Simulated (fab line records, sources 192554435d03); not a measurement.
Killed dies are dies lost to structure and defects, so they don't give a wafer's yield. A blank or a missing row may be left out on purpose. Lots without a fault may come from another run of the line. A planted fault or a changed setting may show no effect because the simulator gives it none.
fab line records | flow n5_finfet
record lots=11 wafers=33 last_day=17
route steps=1938 shown BEOL_M4@1079 PASSIVATION@1936
lots that met no fault: from a run of the same line without faults
start_h: hours from the record's first day to the start of the lot's first wafer shown | wait_h: hours since the lot's step before | " the same as in the row above | L1.1+2: a row that stands for several wafers | - no value, or no start given | * or withheld: withheld | < > ~ a bound
route shown NAME@n: a module of which the file shows steps, and the number in the route of the first | usual: mean/standard deviation of fault-free wafers | same: alike in all rows | chamber/n: place in a boat | sites: the reading at each site | _std_site: their standard deviation | _edge_site: outer sites' mean less inner sites' | radius_mm: how far each site lies from the wafer's centre | mask NAME#n: copy n | behind: the tool/chamber that last shaped the wafer | hold: why the lot was held/for how many hours/how that ended | device: the transistor (n, p or np) that didn't switch | end of line: the same wafers' tests at the end of the route | a step without rows: its recipe alone | killed: dies lost to structure and defects at the first sort, not the wafer's yield | map: a wafer's dies, x killed, . not, _ none there
set.NAME: the setting as run; set.NAME@STEP: as run at that earlier step | model.NAME: the simulator's own value behind a step, which no gauge read
steps of the route over a sample of lots; a table a step, a row a wafer
services: from which hour (start_h, from the record's first day; less than 0 if before it) a tool's chamber was out of use, for how many hours, and why
## steps
# step N5_BEOL_M4_DEGAS_44
# recipe ambient=vacuum temp_c=250 time_s=60
# usual heater_power_w=348/26
# columns lot.wafer tool chamber start_h wait_h heater_power_w
L134.4 pvd_sputter-01 - 151.56 0.9 332
L134.5 " - " " 337
L134.6 " - " " 346
L135.1 pvd_sputter-03 - 168.51 0.4 331
L135.3 " - " " 387
L135.6 " - " " 321
L137.1 pvd_sputter-01 - 174.72 0.7 342
L137.2 " - " " 345
L137.5 " - " " 338
L138.1 pvd_sputter-03 - 192.31 0.2 351
L138.3 " - " " 330
L138.5 " - " " 351
L140.1 pvd_sputter-02 - 196.23 0.5 323
L140.4 " - " " 351
L140.6 " - " " 428
L139.2 pvd_sputter-01 - 196.40 0.3 332
L139.4 " - " " 354
L139.5 " - " " 350
L141.3 pvd_sputter-02 - 200.63 0.1 431
L141.4 " - " " 355
L141.5 " - " " 359
L144.4 pvd_sputter-03 - 225.14 0.6 385
L144.5 " - " " 320
L144.6 " - " " 317
L145.2 pvd_sputter-01 - 226.07 0.6 339
L145.4 " - " " 346
L145.5 " - " " 353
L146.1 pvd_sputter-01 - 229.32 0.8 352
L146.2 " - " " 333
L146.6 " - " " 351
L156.3 pvd_sputter-03 - 309.11 0.5 316
L156.4 " - " " 323
L156.6 " - " " 342
# step N5_BEOL_M4_CVD_47
# recipe material=Co target_thk_a=30 temp_c=withheld precursor=CCTBA/H2 pressure_torr=30 time_s=223.8
# usual run_length_s=247.1/0.44
# columns lot.wafer tool chamber start_h wait_h run_length_s since_wet_clean_h
L134.4 cvd_co-01 1 152.03 0.1 247.0 -
L134.5 " 0 " " 247.2 -
L134.6 " 2 " " 247.6 -
L135.1 cvd_co-01 1 168.90 0.0 246.6 32
L135.3 " 0 " " 247.1 929
L135.6 " 0 " " 247.2 -
L137.1 cvd_co-01 1 175.39 0.1 246.7 39
L137.2 " 2 " " 247.4 476
L137.5 " 0 " " 246.8 -
L138.1 cvd_co-01 2 193.17 0.3 247.8 494
L138.3 " 1 " " 246.6 57
L138.5 " 0 " " 247.7 -
L140.1 cvd_co-02 0 196.75 0.0 246.5 738
L140.4 " 1 " " 246.9 -
L140.6 " 0 " " 246.7 -
L139.2 cvd_co-02 0 196.88 0.1 247.0 738
L139.4 " 2 " " 247.4 -
L139.5 " 0 " " 246.8 -
L141.3 cvd_co-01 2 201.40 0.3 247.3 502
L141.4 " 1 " " 247.0 -
L141.5 " 2 " " 247.7 -
L144.4 cvd_co-01 0 225.65 0.1 247.2 -
L144.5 " 2 " " 247.3 -
L144.6 " 1 " " 246.6 -
L145.2 cvd_co-01 1 226.50 0.0 246.5 90
L145.4 " 1 " " 246.8 -
L145.5 " 2 " " 247.6 -
L146.1 cvd_co-01 0 229.74 0.1 246.8 990
L146.2 " 1 " " 246.6 93
L146.6 " 1 " " 168.1 -
L156.3 cvd_co-02 0 309.73 0.1 246.8 851
L156.4 " 2 " " 248.0 -
L156.6 " 0 " " 246.9 -
# step N5_BEOL_M4_ANNEAL_49
# recipe temp_c=400 time_s=240 ambient=vacuum
# usual heater_power_w=870/61
# columns lot.wafer tool chamber start_h wait_h heater_power_w
L134.4 pvd_sputter-02 - 152.20 0.0 800
L134.5 " - " " 869
L134.6 " - " " 891
L135.1 pvd_sputter-01 - 169.18 0.0 828
L135.3 " - " " 870
L135.6 " - " " 831
L137.1 pvd_sputter-03 - 175.67 0.0 820
L137.2 " - " " 861
L137.5 " - " " 796
L138.1 pvd_sputter-03 - 194.63 0.0 955
L138.3 " - " " 794
L138.5 " - " " 896
L140.1 pvd_sputter-02 - 196.99 0.0 908
L140.4 " - " " 1068
L140.6 " - " " 907
L139.2 pvd_sputter-01 - 197.12 0.0 882
L139.4 " - " " 856
L139.5 " - " " 894
L141.3 pvd_sputter-01 - 202.36 0.0 860
L141.4 " - " " 874
L141.5 " - " " 863
L144.4 pvd_sputter-03 - 225.83 0.0 808
L144.5 " - " " 894
L144.6 " - " " 814
L145.2 pvd_sputter-01 - 226.74 0.0 823
L145.4 " - " " 828
L145.5 " - " " 820
L146.1 pvd_sputter-01 - 230.00 0.0 886
L146.2 " - " " 866
L146.6 " - " " 887
L156.3 pvd_sputter-01 - 311.36 0.0 839
L156.4 " - " " 878
L156.6 " - " " 844
# step N5_BEOL_M4_ANNEAL_87
# recipe temp_c=400 time_s=240 ambient=vacuum
# usual heater_power_w=868/62
# columns lot.wafer tool chamber start_h wait_h heater_power_w
L134.4 pvd_sputter-02 - 152.86 0.0 803
L134.5 " - " " 860
L134.6 " - " " 895
L135.1 pvd_sputter-01 - 169.89 0.0 827
L135.3 " - " " 884
L135.6 " - " " 866
L137.1 pvd_sputter-03 - 176.33 0.0 808
L137.2 " - " " 853
L137.5 " - " " 810
L138.1 pvd_sputter-03 - 195.29 0.0 925
L138.3 " - " " 802
L138.5 " - " " 861
L140.1 pvd_sputter-02 - 197.65 0.0 911
L140.4 " - " " 1068
L140.6 " - " " 927
L139.2 pvd_sputter-01 - 197.78 0.0 883
L139.4 " - " " 856
L139.5 " - " " 859
L141.3 pvd_sputter-01 - 203.02 0.0 871
L141.4 " - " " 912
L141.5 " - " " 867
L144.4 pvd_sputter-03 - 226.49 0.0 814
L144.5 " - " " 853
L144.6 " - " " 805
L145.2 pvd_sputter-01 - 227.40 0.0 836
L145.4 " - " " 857
L145.5 " - " " 808
L146.1 pvd_sputter-01 - 230.66 0.0 873
L146.2 " - " " 826
L146.6 " - " " 891
L156.3 pvd_sputter-01 - 312.02 0.0 847
L156.4 " - " " 894
L156.6 " - " " 844
# step N5_BEOL_M4_RC_MEAS_101
# usual DIBL_N=35.9/1.3 DIBL_P=35.9/1.6 IOFF_N=0.156/0.022 IOFF_P=0.205/0.023 ION_N=675/9 ION_P=463/5.6 SS_N=71.4/0.57 SS_P=73.1/0.52 VT_N=249.7/2.8 VT_P=-250.2/2.5
# columns lot.wafer tool chamber start_h wait_h DIBL_N[mV/V] DIBL_P[mV/V] IOFF_N[nA/um] IOFF_P[nA/um] ION_N[uA/um] ION_P[uA/um] SS_N[mV/dec] SS_P[mV/dec] VT_N[mV] VT_P[mV]
L134.4 prober-01 0 155.94 0.5 36.1 36.4 0.151 0.213 667 467 70.4 73.2 251.6 -249.9
L134.5 " 0 " " 36.0 36.6 0.157 0.220 686 468 71.2 73.6 250.6 -249.2
L134.6 " 0 " " 36.9 37.0 0.162 0.223 670 463 71.6 73.7 251.5 -249.0
L135.1 prober-02 0 172.14 0.0 35.6 34.2 0.159 0.222 675 464 71.5 73.0 246.2 -248.6
L135.3 " 0 " " 35.5 34.0 0.150 0.217 666 461 72.1 72.8 250.6 -248.1
L135.6 " 0 " " 35.9 33.5 0.156 0.207 667 457 71.5 72.6 248.4 -250.1
L137.1 prober-02 0 178.45 0.0 35.7 36.3 0.169 0.208 679 460 71.8 73.6 247.4 -251.9
L137.2 " 0 " " 34.0 33.5 0.136 0.173 663 454 71.2 72.4 252.1 -254.5
L137.5 " 0 " " 36.6 37.3 0.185 0.220 680 463 72.8 72.9 247.1 -251.7
L138.1 prober-01 0 197.44 0.0 35.5 36.9 0.157 0.188 677 460 70.8 73.3 249.9 -252.9
L138.3 " 0 " " 36.9 38.7 0.190 0.218 691 466 71.9 73.0 248.4 -249.9
L138.5 " 0 " " 37.6 39.1 0.204 0.226 688 459 72.4 73.5 246.2 -252.3
L140.1 prober-02 0 199.79 0.0 35.1 35.5 0.141 0.200 668 464 71.0 73.1 250.5 -250.8
L140.4 " 0 " " 32.9 32.3 0.109 0.162 660 461 70.1 71.7 255.8 -251.4
L140.6 " 0 " " 33.3 33.4 0.113 0.169 665 465 71.1 72.5 254.9 -250.0
L139.2 prober-01 0 200.09 0.2 37.7 37.3 0.194 0.240 682 469 72.6 73.0 245.2 -246.3
L139.4 " 0 " " 36.2 35.6 0.164 0.216 675 465 71.2 72.9 248.1 -247.6
L139.5 " 0 " " 37.6 38.0 0.195 0.256 681 470 71.1 73.4 243.1 -247.4
L141.3 prober-02 0 205.60 0.3 34.7 35.5 0.136 0.218 673 467 71.1 72.3 249.2 -247.6
L141.4 " 0 " " 37.3 38.2 0.170 0.266 675 472 72.1 73.3 248.7 -243.5
L141.5 " 0 " " 35.3 35.8 0.142 0.223 679 474 71.8 72.5 250.7 -248.0
L144.4 prober-02 0 229.07 0.5 37.8 38.1 0.183 0.241 682 470 71.0 72.9 244.8 -247.0
L144.5 " 0 " " 37.2 36.9 0.177 0.222 690 469 71.2 73.4 247.2 -250.9
L144.6 " 0 " " 37.6 38.3 0.184 0.236 684 469 71.0 73.7 247.3 -250.2
L145.2 prober-01 0 229.67 0.2 35.9 36.0 0.162 0.199 670 461 71.2 72.5 247.1 -250.7
L145.4 " 0 " " 35.2 35.3 0.151 0.188 678 465 71.4 72.7 245.8 -251.3
L145.5 " 0 " " 35.7 35.8 0.155 0.194 670 462 71.5 73.0 246.7 -252.4
L146.1 prober-02 0 232.97 0.0 36.5 36.7 0.175 0.234 696 470 71.0 74.0 247.7 -250.7
L146.2 " 0 " " 33.9 34.2 0.130 0.192 676 469 71.2 73.2 251.0 -249.3
L146.6 " 0 " " 35.3 34.9 0.142 0.204 682 468 71.3 73.2 249.8 -249.6
L156.3 prober-01 0 314.45 0.3 34.8 33.5 0.121 0.176 667 466 71.0 72.4 252.6 -252.6
L156.4 " 0 " " 35.9 35.1 0.141 0.204 671 468 71.4 73.3 251.9 -248.8
L156.6 " 0 " " 35.1 33.4 0.122 0.179 669 464 70.9 73.0 252.8 -248.2
# step N5_PASSIVATION_PROBE_49
# usual defect_limited_yield=91.3/1.4 killed_at_M0_to_M3=35/11 killed_at_M4_up=14/5.4 killed_at_contacts=12/6.2 killed_at_front_end=38/11 killed_at_other=4.1/2.8 killed_dies=103/17 killed_open=66/13 killed_short=34/8.2 sort_bin_5_function=5.1/0.89 sort_bin_6_memory=3.3/0.72 sort_n_pass=1077/17 sort_yield_pct=91.3/1.4
# same gross_dies=1180 killed_at_back_side=0 sort_bin_4_leakage[%]=0 sort_bin_8_speed[%]=0
# columns lot.wafer tool chamber start_h wait_h defect_limited_yield[%] killed_at_M0_to_M3 killed_at_M4_up killed_at_contacts killed_at_front_end killed_at_other killed_dies killed_open killed_short sort_bin_5_function[%] sort_bin_6_memory[%] sort_n_pass sort_yield_pct[%]
L140.1 prober-01 - 305.29 0.0 91.1 38 15 11 34 7 105 65 36 5.0 3.1 1075 91.1
L140.4 prober-01 - 305.44 0.2 92.4 16 14 24 33 3 90 64 22 4.4 3.1 1090 92.4
L140.6 prober-01 - 305.54 0.3 90.0 35 10 18 53 2 118 64 53 5.8 3.6 1062 90.0
L144.4 prober-02 - 334.24 0.2 92.1 22 11 11 33 16 93 49 42 4.8 2.5 1087 92.1
L144.5 prober-02 - 334.29 0.2 89.3 27 13 12 66 8 126 79 44 5.5 4.5 1054 89.3
L144.6 prober-02 - 334.34 0.3 91.9 25 9 20 40 1 95 55 38 4.3 3.4 1085 91.9
# killed by level:class
L140.1 MOL_CONTACT_COAG:geometric_particle:open=9 BEOL_M1:geometric_particle:open=8 BEOL_M3:geometric_particle:open=8 FIN_SAQP:geometric_particle:short=7 BEOL_M2:geometric_particle:open=7 BEOL_M1:geometric_particle:short=5 STI_FIN_REVEAL:geometric_particle:open=4 DUMMY_GATE:geometric_particle:open=4
L140.4 MOL_CONTACT_COAG:geometric_particle:open=19 BEOL_M4:geometric_particle:open=10 MOL_CONTACT_COAG:geometric_particle:short=5 FIN_SAQP:geometric_particle:short=4 STI_FIN_REVEAL:geometric_particle:open=4 DUMMY_GATE:geometric_particle:open=4 GATE_CUT:geometric_particle:open=4 FIN_SAQP:geometric_particle:open=3
L140.6 FIN_SAQP:geometric_particle:short=16 STI_FIN_REVEAL:geometric_particle:open=11 MOL_CONTACT_COAG:geometric_particle:open=11 BEOL_M3:geometric_particle:open=8 MOL_CONTACT_COAG:geometric_particle:short=7 BEOL_M2:geometric_particle:open=5 GATE_CUT:geometric_particle:short=5 BEOL_M0_SAQP:geometric_particle:short=5
L144.4 FIN_SAQP:geometric_particle:short=16 MOL_CONTACT_COAG:geometric_particle:open=10 PASS1_DEP:geometric_particle:open=5 FIN_SAQP:geometric_particle:open=4 STI_FIN_REVEAL:geometric_particle:open=4 BEOL_M0:geometric_particle:short=3 BEOL_M0:geometric_particle:open=3 BEOL_M3:geometric_particle:open=3
L144.5 STI_FIN_REVEAL:geometric_particle:open=17 MOL_CONTACT_COAG:geometric_particle:open=10 FIN_SAQP:geometric_particle:short=9 BEOL_M1:geometric_particle:open=9 DUMMY_GATE:geometric_particle:open=9 GATE_CUT:geometric_particle:short=8 FIN_SAQP:geometric_particle:open=6 GATE_CUT:geometric_particle:open=5
L144.6 FIN_SAQP:geometric_particle:open=9 FIN_SAQP:geometric_particle:short=9 MOL_CONTACT_COAG:geometric_particle:open=9 MOL_CONTACT_COAG:geometric_particle:short=9 BEOL_M1:geometric_particle:open=8 STI_FIN_REVEAL:geometric_particle:open=6 BEOL_M0_SAQP:geometric_particle:short=6 BEOL_M1:geometric_particle:short=5
## services
# columns tool chamber start_h hours kind
pvd_sputter-03 - 131.77 0.5 repair
pvd_sputter-03 - 135.06 2.9 repair
cvd_co-02 1 213.85 10.7 repair
cvd_co-02 - 230.19 6.9 pm
cvd_co-02 - 245.69 0.2 repair
cvd_co-02 0 253.16 4.1 repair
cvd_co-02 - 259.70 28.1 pm
## key
first_sign step=N5_BEOL_M4_CVD_47 reading=run_length_s direction=down sigmas=99+ usual=* struck=*
effect none on later readings
met_at N5_BEOL_M4_CVD_47
struck_lots L146
struck_wafers L146.6
not_acting_at N5_BEOL_M4_DEGAS_44,N5_BEOL_M4_ANNEAL_49,N5_BEOL_M4_ANNEAL_87
onset_between 226.50 229.74
fault kind=process_parameter_drift tool=cvd_co-01 chamber=- onset_h=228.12 steps=N5_BEOL_M4_CVD_47 channel=time_s offset=* shape=step end_h=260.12 scope=struck_wafers_only acts_in=* stated=*
